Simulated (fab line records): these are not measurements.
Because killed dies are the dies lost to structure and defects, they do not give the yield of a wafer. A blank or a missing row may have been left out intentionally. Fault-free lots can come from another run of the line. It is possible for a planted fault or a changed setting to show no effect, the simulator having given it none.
Matching of chambers | flow nand_harc | NHARC_A_CHANNEL_FILL_D1_ETCHBACK_19 on rie_si-02: 4 sister chambers
The step etches the open film in HBr/Cl2, target depth 5 nm, time 1.7 s. 4 wafers are shown with their chamber, then 9 later ones without.

== WAFERS PAIRED WITH THEIR CHAMBERS ==
wafer  | chamber | drypump_motor_current_A (A)
L080.5 | 0       | 5.0
L089.1 | 2       | 5.7
L089.2 | 1       | 5.9
L089.3 | 3       | 6.3

== WAFERS MISSING THEIR CHAMBER ==
wafer  | drypump_motor_current_A (A)
L090.1 | 5.7
L090.5 | 5.0
L090.6 | 6.3
L093.3 | 6.3
L093.5 | 5.9
L093.6 | 5.7
L096.1 | 5.0
L096.2 | 5.9
L096.3 | 6.2

== WHICH CHAMBER EACH WENT THROUGH ==
wafer  | from the rows above | in truth
L090.1 | 2                   | 2
L090.5 | 0                   | 0
L090.6 | 3                   | 3
L093.3 | 3                   | 3
L093.5 | 1                   | 1
L093.6 | 2                   | 2
L096.1 | 0                   | 0
L096.2 | 1                   | 1
L096.3 | 3                   | 3
Correct placement for 9 of the 9. Not placeable from these rows: 0. Number placed wrongly: 0.
How it was worked out, from the rows above alone: a wafer's distance from a chamber is the root of the sum, over the readings, of the square of ((its reading less the chamber's mean) divided by the reading's scatter). The wafer belongs to the nearest chamber; if the next one is less than 2 further off, it can't be placed. For every chamber, the mean is computed from those of its wafers that are shown. The scatter (one wafer shown for each chamber): square how far every hidden wafer sits from the nearest shown wafer, average those squares and take the square root.
